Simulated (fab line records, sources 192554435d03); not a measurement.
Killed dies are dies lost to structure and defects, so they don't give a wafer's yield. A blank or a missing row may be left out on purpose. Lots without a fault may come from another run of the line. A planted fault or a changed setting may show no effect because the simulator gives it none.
A struck lot beside a sound one | flow n5_finfet | 15 steps out of a route of 1938
Sound: wafers L225.4, L225.5, L225.6. Struck: wafer L231.6. (L231.4 of the same lot was not struck and is left out.) The cause comes at the end.
At each step with rows: each side's tool, then ch and its chambers, then its first start. Under that, the readings that differ: sound wafers | struck wafers | difference of the means | sigmas: that difference in standard deviations of wafers without a fault.
alike: readings whose means differ by less than 2 such deviations, and words and numbers that are the same on both sides. not compared: withheld readings, readings that some wafer has no value for, bounds like >300 that may hide the same value, and numbers for which the record gives no deviation and whose values overlap.
The two part at a step that has a row with sigmas, a row that says differs or no value, or rows on one side only. Numbers that don't overlap but have no deviation are shown without sigmas and don't part them. A reading that every wafer of one side lacks parts them only if that side has two wafers or more.

first, 7 steps without rows for these wafers: N5_PASSIVATION_COAT_24; N5_PASSIVATION_EBR_26; N5_PASSIVATION_SOFTBAKE_25 (time 90 s); N5_PASSIVATION_EXPOSE_27 (exposes mask PAD, defocus 0 nm); N5_PASSIVATION_PEB_28; N5_PASSIVATION_DEVELOP_29 (develop time 60 s); N5_PASSIVATION_HARDBAKE_31 (time 120 s).
N5_PASSIVATION_CD_MEAS_30: target cd 4000 nm.
  sound on cd_sem-03 ch 0, day 13 13:20; struck on cd_sem-03 ch 0, day 15 11:03
  alike: cd_nm
N5_PASSIVATION_OVL_MEAS_63:
  sound on overlay-02 ch 0, day 13 13:22; struck on overlay-02 ch 0, day 15 11:05
  alike: PAD_OVL
N5_PASSIVATION_INSPECT_64: inspects for defects (macro).
  sound on defect_inspect-02, day 13 13:23; struck on defect_inspect-02, day 15 11:06
  alike: raw_defect_count
N5_PASSIVATION_DESCUM_32: chemistry O2, time 7.9 s.
  sound on rie_diel-02 ch 0,2,3, day 13 13:26; struck on rie_diel-02 ch 2, day 15 11:16
  alike: drypump_motor_current_A, oes_product_au, rf_vpp_V, showerhead_plenum_p_Torr, throttle_valve_pct
  not compared: rf_hours_counter_h
N5_PASSIVATION_AL_ETCH_33: etches Al in Cl2/BCl3, stops on TaN, target depth 2800 nm, time 466.7 s.
  sound on rie_metal-01 ch 0,1, day 13 13:40; struck on rie_metal-01 ch 1, day 15 11:29
  alike: drypump_motor_current_A, oes_product_au, throttle_valve_pct
  not compared: rf_hours_counter_h
N5_PASSIVATION_ETCH_59: etches TaN in Cl2/BCl3, target depth 65 nm, time 34.9 s.
  sound on rie_metal-01 ch 0,1, day 13 13:58; struck on rie_metal-01 ch 1, day 15 11:47
  reading                  | sound             | struck | difference | sigmas
  oes_product_au (a.u.)    | 0.76 0.77 0.76    | 1.01   | +0.25      | +7
  throttle_valve_pct (%)   | 21.14 21.05 21.13 | 20.49  | -0.62      | -4
  model.etch.depth_nm (nm) | 65.17 65.58 64.99 | 96.78  | +31.53     |
  alike: drypump_motor_current_A
  not compared: rf_hours_counter_h
N5_PASSIVATION_STRIP_34: strips in O2.
  sound on rie_diel-02 ch 1,2,3, day 13 14:02; struck on rie_diel-05 ch 3, day 15 11:54
  reading                         | sound          | struck | difference | sigmas
  showerhead_plenum_p_Torr (Torr) | 2.04 2.09 2.09 | 2.21   | +0.14      | +3
  alike: drypump_motor_current_A, oes_product_au, rf_vpp_V, throttle_valve_pct
  not compared: rf_hours_counter_h
then, 1 step without rows for these wafers: N5_PASSIVATION_PROBE_49.

WHERE THEY PART
First at N5_PASSIVATION_ETCH_59; last, within this record, at N5_PASSIVATION_STRIP_34.

WHY: what the simulator had put in
Process parameter drift: rie_metal-01, from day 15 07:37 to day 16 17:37, at N5_PASSIVATION_ETCH_59. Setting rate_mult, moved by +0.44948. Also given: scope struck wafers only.
